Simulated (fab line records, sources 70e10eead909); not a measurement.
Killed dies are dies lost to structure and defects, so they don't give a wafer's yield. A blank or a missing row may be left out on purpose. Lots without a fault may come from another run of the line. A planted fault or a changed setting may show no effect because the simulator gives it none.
A struck lot beside a sound one | flow nand_harc | 38 steps out of a route of 1159
Sound: wafers L150.1, L150.2, L150.4. Struck: wafer L151.1. (L151.3, L151.6 of the same lot were not struck and are left out.) The cause comes at the end.
At each step with rows: each side's tool, then ch and its chambers, then its first start. Under that, the readings that differ: sound wafers | struck wafers | difference of the means | sigmas: that difference in standard deviations of wafers without a fault.
alike: readings whose means differ by less than 2 such deviations, and words and numbers that are the same on both sides. not compared: withheld readings, readings that some wafer has no value for, bounds like >300 that may hide the same value, and numbers for which the record gives no deviation and whose values overlap.
The two part at a step that has a row with sigmas, a row that says differs or no value, or rows on one side only. Numbers that don't overlap but have no deviation are shown without sigmas and don't part them. A reading that every wafer of one side lacks parts them only if that side has two wafers or more.

first, 8 steps without rows for these wafers: NHARC_A_CHANNEL_HOLE_D1_COAT_36 (time 75 s); NHARC_A_CHANNEL_HOLE_D1_COAT_37 (time 65 s); NHARC_A_CHANNEL_HOLE_D1_COAT_04 (resist thk 90 nm); NHARC_A_CHANNEL_HOLE_D1_SOFTBAKE_05 (time 55 s); NHARC_A_CHANNEL_HOLE_D1_EBR_06; NHARC_A_CHANNEL_HOLE_D1_EXPOSE_07 (exposes mask HOLE D1, target cd 100 nm); NHARC_A_CHANNEL_HOLE_D1_PEB_08 (peb time 65 s); NHARC_A_CHANNEL_HOLE_D1_DEVELOP_09 (develop time 35 s).
NHARC_A_CHANNEL_HOLE_D1_CD_MEAS_10: target cd 100 nm.
  sound on cd_sem-01 ch 0, day 10 10:01; struck on cd_sem-03 ch 0, day 10 10:16
  alike: cd_nm
NHARC_A_CHANNEL_HOLE_D1_OVL_MEAS_11:
  sound on overlay-02, day 10 10:07; struck on overlay-01, day 10 10:20
  reading           | sound       | struck | difference | sigmas
  overlay_x_nm (nm) | 0.2 0.3 0.2 | -1.9   | -2.1       | -2
  overlay_y_nm (nm) | 1.9 0.9 1.6 | -2.1   | -3.6       | -4
NHARC_A_CHANNEL_HOLE_D1_INSPECT_12:
  sound on defect_inspect-01, day 10 10:09; struck on defect_inspect-01, day 10 10:23
  alike: raw_defect_count
then, 1 step without rows for these wafers: NHARC_A_CHANNEL_HOLE_D1_DESCUM_15 (chemistry O2, time 3 s).
NHARC_A_CHANNEL_HOLE_D1_ETCH_38: etches the open film in CF4, target depth 39 nm, time 65 s.
  sound on rie_diel-12 ch 0,2,3, day 10 10:19; struck on rie_diel-06 ch 0, day 10 10:32
  alike: drypump_motor_current_A, oes_product_au, rf_vpp_V, showerhead_plenum_p_Torr, throttle_valve_pct
  not compared: rf_hours_counter_h
then, 1 step without rows for these wafers: NHARC_A_CHANNEL_HOLE_D1_ETCH_39 (etches the open film in N2/H2, target depth 260 nm, time 325 s).
NHARC_A_CHANNEL_HOLE_D1_ETCH_34: etches the open film in CF4/CHF3, target depth 154 nm, time 77 s.
  sound on rie_diel-12 ch 1,2,3; struck on rie_diel-06 ch 2
  reading                | sound | struck | difference | sigmas
  rf_hours_counter_h (h) | 2 2 1 | 10     | +8         |
  alike: drypump_motor_current_A, oes_product_au, rf_vpp_V, showerhead_plenum_p_Torr, throttle_valve_pct
then, 1 step without rows for these wafers: NHARC_A_CHANNEL_HOLE_D1_ETCH_16 (etches the open film in O2/COS, target depth 3100 nm, time 806 s).
NHARC_A_CHANNEL_HOLE_D1_CD_MEAS_18:
  sound on cd_sem-01, day 10 11:24; struck on cd_sem-03, day 10 11:33
  alike: cd_nm
then, 2 steps without rows for these wafers: NHARC_A_CHANNEL_HOLE_D1_ETCH_19 (etches the open film in C4F8/O2/Ar, time 34.5 s); NHARC_A_CHANNEL_HOLE_D1_ETCH_20 (etches the open film in C4F8/O2/Ar, time 361.9 s, target depth 1600 nm).
NHARC_A_CHANNEL_HOLE_D1_ETCH_21: etches the open film in C4F8/O2/Ar, time 514.3 s, target depth 1600 nm.
  sound on har_etch-02 ch 0,1, day 10 11:54; struck on har_etch-01 ch 1, day 10 14:10
  reading                     | sound                   | struck  | difference | sigmas
  drypump_motor_current_A (A) | 5.2 5.0 5.1             | 6.4     | +1.3       | +3
  esc_clamp_current_uA        | 0.02182 0.02194 0.02193 | 0.02114 | -0.00076   | -3
  alike: showerhead_plenum_p_Torr, throttle_valve_pct
  not compared: rf_hours_counter_h
NHARC_A_CHANNEL_HOLE_D1_ETCH_22: etches the open film in C4F8/O2/Ar, time 666.7 s, target depth 1600 nm.
  sound on har_etch-02 ch 0,1, day 10 12:20; struck on har_etch-01 ch 1, day 10 14:36
  reading                     | sound                  | struck  | difference | sigmas
  drypump_motor_current_A (A) | 5.2 5.0 5.0            | 6.3     | +1.2       | +2
  esc_clamp_current_uA        | 0.0219 0.02193 0.02193 | 0.02112 | -0.00080   | -3
  alike: showerhead_plenum_p_Torr, throttle_valve_pct
  not compared: rf_hours_counter_h
then, 2 steps without rows for these wafers: NHARC_A_CHANNEL_HOLE_D1_ETCH_23 (etches the open film in C4F8/O2/Ar, time 819 s, target depth 1600 nm); NHARC_A_CHANNEL_HOLE_D1_ETCH_24 (etches the open film in C4F8/O2/Ar, time 906.2 s, target depth 1500 nm).
NHARC_A_CHANNEL_HOLE_D1_ETCH_25: etches the open film in C4F8/O2/Ar, time 1040.2 s, target depth 1500 nm.
  sound on har_etch-02 ch 0,1, day 10 14:22; struck on har_etch-01 ch 1, day 10 16:39
  reading                     | sound                  | struck  | difference | sigmas
  drypump_motor_current_A (A) | 5.2 5.0 5.0            | 6.3     | +1.2       | +2
  esc_clamp_current_uA        | 0.02186 0.0219 0.02192 | 0.02123 | -0.00066   | -2
  alike: showerhead_plenum_p_Torr, throttle_valve_pct
  not compared: rf_hours_counter_h
NHARC_A_CHANNEL_HOLE_D1_ETCH_26: etches the open film in C4F8/O2/Ar, time 224.1 s, target depth 300 nm.
  sound on har_etch-02 ch 0,1, day 10 15:16; struck on har_etch-01 ch 1, day 10 17:31
  reading                     | sound                   | struck  | difference | sigmas
  drypump_motor_current_A (A) | 5.2 5.0 5.0             | 6.3     | +1.2       | +2
  esc_clamp_current_uA        | 0.02196 0.02192 0.02189 | 0.02119 | -0.00073   | -2
  alike: showerhead_plenum_p_Torr, throttle_valve_pct
  not compared: rf_hours_counter_h
then, 8 steps without rows for these wafers: NHARC_A_CHANNEL_HOLE_D1_ETCH_33 (etches the open film in C4F8/O2/Ar, time 90 s, target depth 400 nm); NHARC_A_CHANNEL_HOLE_D1_STRIP_41 (strips in N2/H2); NHARC_A_CHANNEL_HOLE_D1_STRIP_42 (strips in CF4/CHF3); NHARC_A_CHANNEL_HOLE_D1_STRIP_43 (strips in O2/COS); NHARC_A_CHANNEL_HOLE_D1_ETCH_44 (etches the open film in CF4/O2, target depth 140 nm, overetch 14 nm, time 77 s); NHARC_A_CHANNEL_HOLE_D1_STRIP_27 (strips in O2); NHARC_A_CHANNEL_HOLE_D1_PRECLEAN_28 (cleans in SC1); NHARC_A_CHANNEL_HOLE_D1_SRD_29.
NHARC_A_CHANNEL_HOLE_D1_CD_MEAS_30:
  sound on cd_sem-01, day 10 17:00; struck on cd_sem-02, day 10 19:16
  alike: cd_nm
then, 1 step without rows for these wafers: NHARC_A_CHANNEL_HOLE_D1_XSEM_31.
NHARC_A_CHANNEL_HOLE_D1_INSPECT_40:
  sound on defect_inspect-02, day 10 17:11; struck on defect_inspect-01, day 10 19:27
  reading          | sound    | struck | difference | sigmas
  raw_defect_count | 51 47 67 | 420    | +365       | +24
then, 1 step without rows for these wafers: NHARC_A_CHANNEL_FILL_D1_PRECLEAN_00 (cleans in SC1).
-- the record jumps here: 11 days lie between the struck wafers' starts before and after (it left off in module A_CHANNEL_FILL_D1 and takes up again in module END, whose first step shown is number 1159 of the route) --
NHARC_END_SORT_01:
  the record has rows for the struck wafers here (prober-02 ch 0, day 21 14:25) and none for the sound ones

WHERE THEY PART
First at NHARC_A_CHANNEL_HOLE_D1_OVL_MEAS_11; last, within this record, at NHARC_END_SORT_01.

WHY: what the simulator had put in
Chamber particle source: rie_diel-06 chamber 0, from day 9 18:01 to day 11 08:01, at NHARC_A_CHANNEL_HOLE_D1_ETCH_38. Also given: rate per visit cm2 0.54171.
